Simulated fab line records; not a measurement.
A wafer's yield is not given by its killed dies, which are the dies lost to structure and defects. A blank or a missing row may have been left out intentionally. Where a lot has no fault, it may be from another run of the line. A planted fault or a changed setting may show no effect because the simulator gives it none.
fab line records	flow n5-finfet
record: lots: 7	wafers: 21
route steps=1938 shown BEOL_M5@1161 BEOL_M6@1221 BEOL_M7@1299
start-h: start of the lot's first displayed wafer, in hours after the record's first day	wait-h: hours elapsed since this lot's preceding step	" unchanged from the row above	L1.1+2: one row covering several wafers at once	- no value, or no start was given	* or withheld: withheld	< > ~ a bound
route shown NAME@n: a module of which the file shows steps, and the number in the route of the first	usual: mean and standard deviation over wafers with no fault	same: alike in all rows	chamber/n: place in a boat	sites: the reading at each site	_std_site: standard deviation across them	_edge_site: mean of outer sites minus mean of inner sites	radius-mm: how far each site lies from the wafer's centre	mask NAME#n: copy n	behind: the tool/chamber that last shaped the wafer	hold: what put the lot on hold/how long, in hours/how the hold closed	device: whichever transistor did not switch (one of n, p or np)	end of line: tests of these same wafers at the route's end	a step with no rows: only its recipe	killed: dies lost to structure and defects at the first sort, not the wafer's yield	map: per-die view of a wafer (x killed, . not killed, _ where there is no die)
set.NAME: setting as actually run; set.NAME@STEP: the setting as run at that earlier step	model.NAME: the simulator's own value behind a step, which no gauge read
lots whose settings were changed on purpose; a table a step, a row a wafer
== steps ==
step: N5_BEOL_M5_ETCH_41
recipe: chemistry: CH3F/O2	target: SiCN	target-depth-a: 315	taper-deg: 2	time-s: 56.7	ion-energy-ev: 120	mask-material: TiN	pressure-mtorr: 30	source-w: 395	bias-w: 75	Ar_flow_sccm: 150	CH3F_flow_sccm: 30	O2_flow_sccm: 20
usual: rf-vpp-V: 298.0/1.3
lot.wafer	tool	chamber	start-h	wait-h	set.source-w	rf-vpp-V	model.etch.depth-nm
L080.1	rie-diel-03	3	-	-	363.1	306.3	20.89
L080.4	"	0	"	"	395	296.6	20.88
L080.5	"	1	"	"	395	299.2	21.23
L083.3	rie-diel-02	2	-	-	395	297.5	20.93
L083.4	"	1	"	"	395	297.6	21.2
L083.6	"	3	"	"	353.8	310.6	20.38
L087.2	rie-diel-03	2	-	-	395	296.2	21.23
L087.3	"	3	"	"	395	297.2	21.4
L087.5	"	3	"	"	395	298.0	21.51
L091.2	rie-diel-02	3	-	-	395	300.1	21.4
L091.5	"	2	"	"	395	297.9	20.98
L091.6	"	1	"	"	324.2	316.0	19.83
L095.3	rie-diel-02	0	-	-	395	298.4	21.53
L095.4	"	3	"	"	395	300.5	21.31
L095.5	"	1	"	"	395	296.7	21.35
L096.1	rie-diel-03	2	-	-	395	297.2	21.2
L096.3	"	0	"	"	395	297.2	20.84
L096.6	"	2	"	"	345.9	309.4	20.13
L097.4	rie-diel-02	1	-	-	369.5	304.3	20.75
L097.5	"	3	"	"	369.5	306.9	20.92
L097.6	"	0	"	"	395	297.9	21.41
step: N5_BEOL_M5_STRIP_91
recipe: chemistry: N2/H2	time-s: 10	power-w: 450	temp-c: 40	pressure-mtorr: 20	rf-frequency-hz: 6e+07	bias-power-w: 7	n2-flow-sccm: 200	h2-flow-sccm: 200
step: N5_BEOL_M5_OCD_MEAS_38
usual: trench-depth-nm: 71.1/1.2
lot.wafer	tool	chamber	start-h	wait-h	set.time-s@BEOL_M5_TRENCH_ETCH_37	trench-depth-nm
L080.1	ocd-01	-	207.10	-	22.24	64.3
L080.4	"	-	"	"	22.24	63.3
L080.5	"	-	"	"	24.7	70.6
L083.3	ocd-01	-	213.02	-	24.7	68.9
L083.4	"	-	"	"	24.7	69.8
L083.6	"	-	"	"	24.7	70.7
L087.2	ocd-02	-	251.52	-	24.7	71.7
L087.3	"	-	"	"	24.7	71.9
L087.5	"	-	"	"	24.7	71.4
L091.2	ocd-02	-	268.95	-	24.7	71.3
L091.5	"	-	"	"	24.7	68.9
L091.6	"	-	"	"	24.7	70.5
L095.3	ocd-02	-	296.95	-	24.7	71.4
L095.4	"	-	"	"	24.7	71.2
L095.5	"	-	"	"	24.7	70.7
L096.1	ocd-02	-	299.63	-	24.7	71.2
L096.3	"	-	"	"	24.7	69.5
L096.6	"	-	"	"	24.7	70.3
L097.4	ocd-02	-	302.39	-	21.26	60.4
L097.5	"	-	"	"	24.7	71.7
L097.6	"	-	"	"	21.26	62.4
step: N5_BEOL_M5_HM_STRIP_39
recipe: chemistry: peroxide-tin-strip	material: TiN	target-depth-a: 250	temp-c: 50	time-s: 158
step: N5_BEOL_M5_SRD_40
recipe: time-s: 30	temp-c: 23	rinse-liquid: diw	dry: ipa-marangoni
step: N5_BEOL_M5_ECD_50
recipe: material: Cu	target-thk-a: 3000
step: N5_BEOL_M5_ANNEAL_51
recipe: temp-c: 225	time-s: 90	ambient: N2
step: N5_BEOL_M5_CMP_52
recipe: stop-on: SiCOH_lowk	t-overpolish-s: 6.9	down-force-psi: 1	platen-rpm: 50	clearing-platen-down-force-psi: 1.5	clearing-platen-rpm: 50	post-cmp-clean: cu-alkaline	target-thk-nm: 62	clearing-platen-pad-velocity-m-s: 0.99484	pad-velocity-m-s: 0.99484
lot.wafer	tool	chamber	start-h	wait-h	set.time-s@BEOL_M5_TRENCH_ETCH_37	model.Cu_of_BEOL_M5_ECD_50.thk-nm
L080.1	cmp-01	2	213.27	0.3	22.24	52.8
L080.4	"	3	"	"	22.24	51
L080.5	"	1	"	"	24.7	61
L083.3	cmp-03	3	219.82	0.2	24.7	60
L083.4	"	0	"	"	24.7	61.6
L083.6	"	1	"	"	24.7	60.8
L087.2	cmp-03	1	257.87	0.2	24.7	62
L087.3	"	2	"	"	24.7	63.4
L087.5	"	1	"	"	24.7	61.4
L091.2	cmp-04	3	275.01	0.2	24.7	62.8
L091.6	"	2	"	"	24.7	62.4
L091.5	"	3	"	"	24.7	61.4
L095.3	cmp-04	3	303.50	0.4	24.7	63.6
L095.4	"	0	"	"	24.7	61.6
L095.5	"	0	"	"	24.7	60.8
L096.1	cmp-01	3	307.39	0.4	24.7	59
L096.3	"	0	"	"	24.7	58.4
L096.6	"	3	"	"	24.7	59.4
L097.4+6	cmp-03	1,3	308.89	0.2	21.26	52.8
L097.5	"	0	"	"	24.7	63.6
step: N5_BEOL_M5_THK_MEAS_53
recipe: thk-meas-gauge: xrf	reads: Cu_of_BEOL_M5_ECD_50
usual: M5_THK: 61.2/1.6
lot.wafer	tool	chamber	start-h	wait-h	set.time-s@BEOL_M5_TRENCH_ETCH_37	M5_THK[nm]
L080.1	film-metro-01	-	213.53	-	22.24	52.4
L080.4	"	-	"	"	22.24	50.6
L080.5	"	-	"	"	24.7	60.4
L083.3	film-metro-01	-	220.04	-	24.7	59.9
L083.4	"	-	"	"	24.7	61.3
L083.6	"	-	"	"	24.7	60.4
L087.2	film-metro-01	-	258.16	-	24.7	61.4
L087.3	"	-	"	"	24.7	62.9
L087.5	"	-	"	"	24.7	60.8
L091.2	film-metro-02	-	275.26	-	24.7	62.1
L091.5	"	-	"	"	24.7	60.8
L091.6	"	-	"	"	24.7	62.0
L095.3	film-metro-02	-	303.80	-	24.7	63.2
L095.4	"	-	"	"	24.7	61.2
L095.5	"	-	"	"	24.7	60.1
L096.1	film-metro-02	-	307.68	-	24.7	59.0
L096.3	"	-	"	"	24.7	58.3
L096.6	"	-	"	"	24.7	59.2
L097.4	film-metro-01	-	309.11	-	21.26	52.4
L097.5	"	-	"	"	24.7	63.0
L097.6	"	-	"	"	21.26	52.4
step: N5_BEOL_M5_PRE_CLEAN_77
recipe: gas: NH3/H2	time-s: 15	temp-c: *	rf-power-w: 300
step: N5_BEOL_M5_CO_CAP_78
recipe: material: Co	target-thk-a: 20	temp-c: 200	precursor: CCTBA/H2	pressure-torr: 30	time-s: 102.1
step: N5_BEOL_M5_PRE_CLEAN_55
recipe: gas: NH3	time-s: 15	temp-c: withheld	rf-power-w: 300
step: N5_BEOL_M5_DEP_56
recipe: material: SiCN	target-thk-a: 80	temp-c: withheld	precursor: 3MS/NH3	pressure-torr: 3	rf-w: 202	time-s: 14
step: N5_BEOL_M5_RS_MEAS_57
recipe: thk-meas-gauge: four-point-probe	reads: Co_of_BEOL_M5_CO_CAP_78+Cu_of_BEOL_M5_ECD_50+Co_of_BEOL_M5_CVD_47+TaN_of_BEOL_M5_ALD_86
usual: M5_RS: 0.391/0.013
lot.wafer	tool	chamber	start-h	wait-h	set.time-s@BEOL_M5_TRENCH_ETCH_37	M5_RS[ohm/sq]
L080.1	film-metro-01	-	213.87	0.0	22.24	0.470
L080.4	"	-	"	"	22.24	0.490
L080.5	"	-	"	"	24.7	0.395
L083.3	film-metro-01	-	220.32	0.1	24.7	0.402
L083.4	"	-	"	"	24.7	0.389
L083.6	"	-	"	"	24.7	0.397
L087.2	film-metro-01	-	258.42	0.1	24.7	0.387
L087.3	"	-	"	"	24.7	0.376
L087.5	"	-	"	"	24.7	0.392
L091.2	film-metro-01	-	275.52	0.1	24.7	0.382
L091.5	"	-	"	"	24.7	0.391
L091.6	"	-	"	"	24.7	0.383
L095.3	film-metro-01	-	304.28	0.1	24.7	0.375
L095.4	"	-	"	"	24.7	0.389
L095.5	"	-	"	"	24.7	0.396
L096.1	film-metro-01	-	307.94	0.0	24.7	0.411
L096.3	"	-	"	"	24.7	0.416
L096.6	"	-	"	"	24.7	0.408
L097.4	film-metro-01	-	309.37	0.0	21.26	0.472
L097.5	"	-	"	"	24.7	0.376
L097.6	"	-	"	"	21.26	0.471
step: N5_BEOL_M6_COAT_22
recipe: resist: CAR-EUV	spin-rpm: 1500	resist-thk-nm: 30
lot.wafer	tool	chamber	start-h	wait-h	set.spin-rpm	model.CAR-EUV_of_BEOL_M6_COAT_22.thk-nm
L080.1+5	litho-track-01	0	-	-	1500	30
L080.4	"	0	"	"	1404	31
L083.3	litho-track-04	0	-	-	1500	30
L083.4+6	"	0	"	"	1500	30.2
L087.2	litho-track-01	0	-	-	1500	30.2
L087.3+5	"	0	"	"	1500	30
L091.2	litho-track-03	0	-	-	1619	28.8
L091.5+6	"	0	"	"	1500	29.8
L095.3	litho-track-04	0	-	-	1448	30.6
L095.4	"	0	"	"	1500	30.2
L095.5	"	0	"	"	1500	30
L096.1	litho-track-04	0	-	-	1333	31.8
L096.3+6	"	0	"	"	1500	30
L097.4+5+6	litho-track-04	0	-	-	1500	30
step: N5_BEOL_M6_EXPOSE_25
recipe: mask-id: V5	na: 0.33	source-shape: annular	sigma-inner: 0.4	sigma-outer: 0.8	polarization: unpolarized	target-cd-nm: 40	dose-mj: 45
lot.wafer	tool	chamber	start-h	wait-h	mask	set.dose-mj
L080.1	euv-scanner-01	0	218.47	-	V5#0	45
L080.4+5	"	0	"	"	V5#0	43.88
L083.3+4+6	euv-scanner-01	0	223.77	-	V5#0	45
L087.2+3+5	euv-scanner-02	0	262.12	-	V5#0	45
L091.2+5+6	euv-scanner-02	0	280.65	-	V5#0	45
L095.3	euv-scanner-02	0	309.54	-	V5#0	45
L095.4+5	"	0	"	"	V5#0	43.44
L096.1+3+6	euv-scanner-02	0	309.92	-	V5#0	43.83
L097.4	euv-scanner-01	0	313.52	-	V5#0	47.53
L097.5+6	"	0	"	"	V5#0	45
step: N5_BEOL_M6_PEB_26
recipe: peb-temp-c: 100	peb-time-s: 60	resist: CAR-EUV
step: N5_BEOL_M6_DEVELOP_27
recipe: develop-time-s: 30	developer: TMAH	resist: CAR-EUV	rinse-liquid: surfactant-rinse	dry: air-spin	dev-temp-c: 23
lot.wafer	tool	chamber	start-h	wait-h	set.spin-rpm@BEOL_M6_COAT_22	model.CAR-EUV_of_BEOL_M6_COAT_22.thk-nm
L080.1	litho-track-01	0	-	-	1500	29.4
L080.4	"	0	"	"	1404	30.6
L080.5	"	0	"	"	1500	29.6
L083.3+4+6	litho-track-01	0	-	-	1500	29.6
L087.2+3+5	litho-track-01	0	-	-	1500	29.6
L091.2	litho-track-03	0	-	-	1619	28.4
L091.5+6	"	0	"	"	1500	29.4
L095.3	litho-track-03	0	-	-	1448	30.2
L095.4+5	"	0	"	"	1500	29.6
L096.1	litho-track-03	0	-	-	1333	31.4
L096.3	"	0	"	"	1500	29.4
L096.6	"	0	"	"	1500	29.6
L097.4+5+6	litho-track-03	0	-	-	1500	29.6
step: N5_BEOL_M6_DESCUM_33
recipe: chemistry: O2	time-s: 7	source-power-w: 50	bias-power-w: 20	pressure-mtorr: 20	rf-frequency-hz: 2.712e+07	temp-c: 40	resist: CAR-EUV	o2-flow-sccm: 225
lot.wafer	tool	chamber	start-h	wait-h	set.dose-mj@BEOL_M6_EXPOSE_25	model.BEOL_M6.cd-nm
L080.1	rie-diel-04	3	218.73	0.0	45	40
L080.4	"	2	"	"	43.88	39.2
L080.5	"	1	"	"	43.88	39.6
L083.3	rie-diel-05	2	224.02	0.0	45	40.2
L083.4	"	0	"	"	45	40
L083.6	"	3	"	"	45	40.4
L087.2+5	rie-diel-05	3,0	262.37	0.0	45	40
L087.3	"	2	"	"	45	40.2
L091.2+5+6	rie-diel-05	2,3,2	281.07	0.2	45	40
L095.3	rie-diel-05	2	309.79	0.0	45	40
L095.4	"	0	"	"	43.44	38.8
L095.5	"	1	"	"	43.44	39.2
L096.1	rie-diel-06	1	310.19	0.0	43.83	39.2
L096.3+6	"	2	"	"	43.83	39
L097.4	rie-diel-05	1	313.75	0.0	47.53	41.2
L097.5	"	2	"	"	45	40
L097.6	"	3	"	"	45	39.8
step: N5_BEOL_M6_ETCH_72
recipe: chemistry: N2/H2	target: underlayer	target-depth-a: 65	mask-material: CAR-EUV	time-s: 5.2	ion-energy-ev: 200	pressure-mtorr: 30	source-w: 840	bias-w: 150	n2-flow-sccm: 200	h2-flow-sccm: 200	ends: cleared
lot.wafer	tool	chamber	start-h	wait-h	set.dose-mj@BEOL_M6_EXPOSE_25	model.BEOL_M6.cd-nm
L080.1	rie-diel-04	3	218.77	0.0	45	40
L080.4	"	2	"	"	43.88	39.4
L080.5	"	1	"	"	43.88	39.6
L083.3	rie-diel-05	2	224.05	0.0	45	40.2
L083.4	"	0	"	"	45	40
L083.6	"	3	"	"	45	40.4
L087.2+5	rie-diel-05	3,0	262.40	0.0	45	40
L087.3	"	2	"	"	45	40.4
L091.2+6	rie-diel-05	2	281.10	0.0	45	40
L091.5	"	3	"	"	45	40.2
L095.3	rie-diel-05	2	309.82	0.0	45	40
L095.4	"	0	"	"	43.44	39
L095.5	"	1	"	"	43.44	39.2
L096.1+6	rie-diel-06	1,2	310.22	0.0	43.83	39.2
L096.3	"	2	"	"	43.83	39
L097.4	rie-diel-05	1	313.79	0.0	47.53	41.2
L097.5	"	2	"	"	45	40
L097.6	"	3	"	"	45	39.8
step: N5_BEOL_M6_ETCH_65
recipe: chemistry: CF4	target: SiARC	target-depth-a: 156	mask-material: CAR-EUV	time-s: 26	ion-energy-ev: 80	pressure-mtorr: 40	source-w: 545	bias-w: 36	Ar_flow_sccm: 100	cf4-flow-sccm: 100	ends: cleared
lot.wafer	tool	chamber	start-h	wait-h	set.dose-mj@BEOL_M6_EXPOSE_25	model.BEOL_M6.cd-nm
L080.1	rie-diel-04	3	218.78	0.0	45	40
L080.4	"	2	"	"	43.88	39.4
L080.5	"	1	"	"	43.88	39.6
L083.3	rie-diel-05	2	224.07	0.0	45	40.4
L083.4	"	0	"	"	45	40.2
L083.6	"	3	"	"	45	40.6
L087.2	rie-diel-05	3	262.42	0.0	45	40
L087.3	"	2	"	"	45	40.4
L087.5	"	0	"	"	45	40.2
L091.2	rie-diel-05	2	281.12	0.0	45	40.2
L091.5+6	"	3,2	"	"	45	40
L095.3	rie-diel-05	2	309.84	0.0	45	40
L095.4	"	0	"	"	43.44	39
L095.5	"	1	"	"	43.44	39.2
L096.1+3	rie-diel-06	1,2	310.24	0.0	43.83	39
L096.6	"	2	"	"	43.83	39.2
L097.4	rie-diel-05	1	313.80	0.0	47.53	41.2
L097.5	"	2	"	"	45	40.2
L097.6	"	3	"	"	45	39.8
step: N5_BEOL_M6_ETCH_66
recipe: chemistry: N2/H2	target: SOC	target-depth-a: 800	overetch-a: 160	mask-material: SiARC	temp-c: 40	time-s: 120	ion-energy-ev: 200	pressure-mtorr: 30	source-w: 840	bias-w: 150	n2-flow-sccm: 200	h2-flow-sccm: 200
step: N5_BEOL_M6_STRIP_69
recipe: chemistry: N2/H2	temp-c: 40	n2-flow-sccm: 200	h2-flow-sccm: 200	rf-frequency-hz: 6e+07
step: N5_BEOL_M6_STRIP_73
recipe: chemistry: N2/H2	temp-c: 40	n2-flow-sccm: 200	h2-flow-sccm: 200	rf-frequency-hz: 6e+07
step: N5_BEOL_M6_VIA_ETCH_34
recipe: chemistry: C4F6/O2	target: SiCOH_lowk	target-depth-a: 1263	mask-material: SOC	taper-deg: 4	time-s: 50.9	ion-energy-ev: 250	pressure-mtorr: 30	source-w: 345	bias-w: 185	Ar_flow_sccm: 300	C4F6_flow_sccm: 10	O2_flow_sccm: 10
lot.wafer	tool	chamber	start-h	wait-h	set.dose-mj@BEOL_M6_EXPOSE_25	model.BEOL_M6.cd-nm
L080.1	rie-diel-04	3	218.91	0.0	45	39.8
L080.4+5	"	2,1	"	"	43.88	39.4
L083.3	rie-diel-05	2	224.20	0.0	45	40.4
L083.4	"	0	"	"	45	40
L083.6	"	3	"	"	45	40.2
L087.2	rie-diel-05	3	262.55	0.0	45	40
L087.3	"	2	"	"	45	40.4
L087.5	"	0	"	"	45	40.2
L091.2+6	rie-diel-05	2	281.25	0.0	45	40.2
L091.5	"	3	"	"	45	40
L095.3	rie-diel-05	2	309.97	0.0	45	40.2
L095.4+5	"	0,1	"	"	43.44	39.2
L096.1+3	rie-diel-06	1,2	310.37	0.0	43.83	39
L096.6	"	2	"	"	43.83	39.2
L097.4	rie-diel-05	1	313.93	0.0	47.53	41.2
L097.5	"	2	"	"	45	40.4
L097.6	"	3	"	"	45	40
step: N5_BEOL_M7_DESCUM_33
recipe: chemistry: O2	time-s: 7	source-power-w: 50	bias-power-w: 20	pressure-mtorr: 20	rf-frequency-hz: 2.712e+07	temp-c: 40	resist: CAR-EUV	o2-flow-sccm: 225
lot.wafer	tool	chamber	start-h	wait-h	set.time-s	model.CAR-EUV_of_BEOL_M7_COAT_22.thk-nm
L080.1+4+5	rie-diel-02	3,2,0	224.40	0.1	7	26
L083.3	rie-diel-03	3	230.20	0.0	7	26
L083.4	"	2	"	"	8.137	25.6
L083.6	"	2	"	"	8.137	25.4
L087.2+3+5	rie-diel-03	2,3,2	268.57	0.0	7	26
L091.2+6	rie-diel-03	2,1	289.34	0.0	7	26
L091.5	"	2	"	"	7	26.2
L095.3	rie-diel-02	0	320.51	0.0	7.837	25.6
L095.4+5	"	3	"	"	7	26
L096.1+3	rie-diel-01	3,0	320.57	0.0	5.888	26.8
L096.6	"	0	"	"	7	26.2
L097.4+5+6	rie-diel-02	1,2,1	323.52	0.2	7	26
step: N5_BEOL_M7_ETCH_72
recipe: chemistry: N2/H2	target: underlayer	target-depth-a: 65	mask-material: CAR-EUV	time-s: 5.2	ion-energy-ev: 200	pressure-mtorr: 30	source-w: 840	bias-w: 150	n2-flow-sccm: 200	h2-flow-sccm: 200	ends: cleared
lot.wafer	tool	chamber	start-h	wait-h	set.time-s@BEOL_M7_DESCUM_33	model.CAR-EUV_of_BEOL_M7_COAT_22.thk-nm
L080.1+4+5	rie-diel-02	3,2,0	224.43	0.0	7	20.2
L083.3	rie-diel-03	3	230.23	0.0	7	20.4
L083.4	"	2	"	"	8.137	19.8
L083.6	"	2	"	"	8.137	19.6
L087.2+5	rie-diel-03	2	268.61	0.0	7	20.2
L087.3	"	3	"	"	7	20.4
L091.2	rie-diel-03	2	289.37	0.0	7	20.2
L091.5+6	"	2,1	"	"	7	20.4
L095.3	rie-diel-02	0	320.55	0.0	7.837	19.8
L095.4+5	"	3	"	"	7	20.2
L096.1+3	rie-diel-01	3,0	320.60	0.0	5.888	21
L096.6	"	0	"	"	7	20.4
L097.4+6	rie-diel-02	1	323.55	0.0	7	20.4
L097.5	"	2	"	"	7	20.2
step: N5_BEOL_M7_ETCH_65
recipe: chemistry: CF4	target: SiARC	target-depth-a: 156	mask-material: CAR-EUV	time-s: 26	ion-energy-ev: 80	pressure-mtorr: 40	source-w: 545	bias-w: 36	Ar_flow_sccm: 100	cf4-flow-sccm: 100	ends: cleared
lot.wafer	tool	chamber	start-h	wait-h	set.time-s@BEOL_M7_DESCUM_33	model.CAR-EUV_of_BEOL_M7_COAT_22.thk-nm
L080.1+4+5	rie-diel-02	3,2,0	224.45	0.0	7	11
L083.3	rie-diel-03	3	230.25	0.0	7	11.2
L083.4+6	"	2	"	"	8.137	10.6
L087.2+3+5	rie-diel-03	2,3,2	268.62	0.0	7	11.2
L091.2+6	rie-diel-03	2,1	289.39	0.0	7	11
L091.5	"	2	"	"	7	11.2
L095.3	rie-diel-02	0	320.56	0.0	7.837	10.6
L095.4+5	"	3	"	"	7	11
L096.1+3	rie-diel-01	3,0	320.62	0.0	5.888	11.8
L096.6	"	0	"	"	7	11.2
L097.4+5+6	rie-diel-02	1,2,1	323.57	0.0	7	11
step: N5_BEOL_M7_ETCH_66
recipe: chemistry: N2/H2	target: SOC	target-depth-a: 800	overetch-a: 160	mask-material: SiARC	temp-c: 40	time-s: 120	ion-energy-ev: 200	pressure-mtorr: 30	source-w: 840	bias-w: 150	n2-flow-sccm: 200	h2-flow-sccm: 200
usual: rf-vpp-V: 525.2/1.9
lot.wafer	tool	chamber	start-h	wait-h	set.bias-w	rf-vpp-V	model.SiARC_of_BEOL_M7_COAT_64.thk-nm
L080.1	rie-diel-02	3	224.48	0.0	150	527.9	6.6
L080.4	"	2	"	"	150	523.8	6.8
L080.5	"	0	"	"	150	526.7	6.4
L083.3	rie-diel-03	3	230.28	0.0	150	527.1	6.4
L083.4	"	2	"	"	150	523.1	6.6
L083.6	"	2	"	"	150	522.8	6.4
L087.2	rie-diel-03	2	268.65	0.0	150	522.2	6.4
L087.3	"	3	"	"	150	525.8	6.2
L087.5	"	2	"	"	150	522.6	6.6
L091.2	rie-diel-03	2	289.42	0.0	150	523.7	6.6
L091.5	"	2	"	"	126.3	469.6	7.8
L091.6	"	1	"	"	126.3	470.5	7.8
L095.3	rie-diel-02	0	320.59	0.0	150	525.9	6.6
L095.4	"	3	"	"	150	529.0	6.6
L095.5	"	3	"	"	150	527.4	6.6
L096.1	rie-diel-01	3	320.65	0.0	150	523.5	6.4
L096.3	"	0	"	"	124	466.6	7.4
L096.6	"	0	"	"	150	526.4	6.2
L097.4	rie-diel-02	1	323.60	0.0	139.6	500.4	7
L097.5	"	2	"	"	150	522.1	6.8
L097.6	"	1	"	"	139.6	499.1	7
== key ==
split: step: N5_BEOL_M5_ETCH_41	setting: source-w	stated: 395	by: wafer
response: step: N5_BEOL_M5_ETCH_41	reading: rf-vpp-V	change: -1.03	per: 1%	r: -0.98
response: step: N5_BEOL_M5_ETCH_41	reading: model.etch.depth-nm	change: +0.0687	per: 1%	r: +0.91
split: step: N5_BEOL_M6_COAT_22	setting: spin-rpm	stated: 1500	by: wafer
response: step: N5_BEOL_M6_COAT_22	reading: model.CAR-EUV_of_BEOL_M6_COAT_22.thk-nm	change: -0.151	per: 1%	r: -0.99
response: step: N5_BEOL_M6_DEVELOP_27	reading: model.CAR-EUV_of_BEOL_M6_COAT_22.thk-nm	change: -0.159	per: 1%	r: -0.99
split: step: N5_BEOL_M6_EXPOSE_25	setting: dose-mj	stated: 45	by: wafer
response: step: N5_BEOL_M6_DESCUM_33	reading: model.BEOL_M6.cd-nm	change: +0.246	per: 1%	r: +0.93
response: step: N5_BEOL_M6_ETCH_72	reading: model.BEOL_M6.cd-nm	change: +0.234	per: 1%	r: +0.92
response: step: N5_BEOL_M6_ETCH_65	reading: model.BEOL_M6.cd-nm	change: +0.223	per: 1%	r: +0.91
response: step: N5_BEOL_M6_VIA_ETCH_34	reading: model.BEOL_M6.cd-nm	change: +0.202	per: 1%	r: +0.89
split: step: N5_BEOL_M7_DESCUM_33	setting: time-s	stated: 7	by: wafer
response: step: N5_BEOL_M7_DESCUM_33	reading: model.CAR-EUV_of_BEOL_M7_COAT_22.thk-nm	change: -0.034	per: 1%	r: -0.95
response: step: N5_BEOL_M7_ETCH_72	reading: model.CAR-EUV_of_BEOL_M7_COAT_22.thk-nm	change: -0.039	per: 1%	r: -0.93
response: step: N5_BEOL_M7_ETCH_65	reading: model.CAR-EUV_of_BEOL_M7_COAT_22.thk-nm	change: -0.0365	per: 1%	r: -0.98
split: step: N5_BEOL_M7_ETCH_66	setting: bias-w	stated: 150	by: wafer
response: step: N5_BEOL_M7_ETCH_66	reading: rf-vpp-V	change: +3.37	per: 1%	r: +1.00
response: step: N5_BEOL_M7_ETCH_66	reading: model.SiARC_of_BEOL_M7_COAT_64.thk-nm	change: -0.0659	per: 1%	r: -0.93
split outside-this-file step=N5_BEOL_M5_TRENCH_ETCH_37 setting=time-s
split outside-this-file: this setting was split too, and the file shows its column; the key of that split is in another file
